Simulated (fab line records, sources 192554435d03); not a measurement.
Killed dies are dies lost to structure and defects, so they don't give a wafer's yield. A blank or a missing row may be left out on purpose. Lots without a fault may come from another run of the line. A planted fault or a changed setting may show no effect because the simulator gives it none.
Chamber matching | flow n5_finfet | N5_BEOL_M15_ETCH_57 on rie_diel-06: 4 sister chambers
The step etches SOC in N2/H2, time 750 s. 16 wafers are shown with their chamber, then 8 later ones without.

WAFERS WITH THEIR CHAMBER
wafer  | chamber | throttle_valve_pct (%) | showerhead_plenum_p_Torr (Torr) | drypump_motor_current_A (A)
L075.1 | 1       | 17.7                   | 2.50                            | 5.5
L075.2 | 2       | 18.2                   | 2.54                            | 5.3
L075.5 | 3       | 17.4                   | 2.68                            | 5.4
L079.2 | 3       | 17.4                   | 2.68                            | 5.4
L079.3 | 0       | 18.0                   | 2.57                            | 6.0
L079.6 | 3       | 17.4                   | 2.68                            | 5.4
L083.2 | 1       | 17.7                   | 2.49                            | 5.5
L083.5 | 3       | 17.4                   | 2.67                            | 5.4
L083.6 | 2       | 18.3                   | 2.54                            | 5.3
L085.1 | 0       | 18.0                   | 2.57                            | 6.1
L085.4 | 2       | 18.3                   | 2.53                            | 5.3
L085.5 | 1       | 17.7                   | 2.49                            | 5.5
L086.1 | 2       | 18.3                   | 2.53                            | 5.4
L086.2 | 3       | 17.4                   | 2.67                            | 5.4
L086.6 | 0       | 18.0                   | 2.57                            | 6.1
L089.1 | 1       | 17.7                   | 2.49                            | 5.5

SIGNATURES (means of the wafers above)
reading                  | chamber 0 | chamber 1 | chamber 2 | chamber 3 | scatter within a chamber
throttle_valve_pct       | 18.000    | 17.700    | 18.275    | 17.400    | 0.025
showerhead_plenum_p_Torr | 2.5700    | 2.4925    | 2.5350    | 2.6760    | 0.00496
drypump_motor_current_A  | 6.067     | 5.500     | 5.325     | 5.400     | 0.0344
Rule: a wafer's distance from a chamber is the root of the sum, over the readings, of the square of ((its reading less the chamber's mean) divided by the reading's scatter). The wafer belongs to the nearest chamber; if the next one is less than 2 further off, it can't be placed. The scatter: the root of (the sum of the squares of (reading less its chamber's mean) over the shown wafers, divided by (wafers less chambers)).

WAFERS WITHOUT THEIR CHAMBER
wafer  | throttle_valve_pct (%) | showerhead_plenum_p_Torr (Torr) | drypump_motor_current_A (A)
L089.4 | 17.4                   | 2.67                            | 5.4
L089.6 | 17.7                   | 2.49                            | 5.5
L091.2 | 18.0                   | 2.56                            | 6.0
L091.4 | 17.7                   | 2.49                            | 5.5
L091.6 | 17.7                   | 2.49                            | 5.5
L097.3 | 18.3                   | 2.53                            | 5.4
L097.5 | 17.7                   | 2.48                            | 5.5
L097.6 | 18.0                   | 2.56                            | 6.0

WHICH CHAMBER EACH WENT THROUGH
wafer  | from the rows above | in truth
L089.4 | 3                   | 3
L089.6 | 1                   | 1
L091.2 | 0                   | 0
L091.4 | 1                   | 1
L091.6 | 1                   | 1
L097.3 | 2                   | 2
L097.5 | 1                   | 1
L097.6 | 0                   | 0
Placed correctly: 8 of 8. Can't be placed from these rows: 0. Placed wrongly: 0.
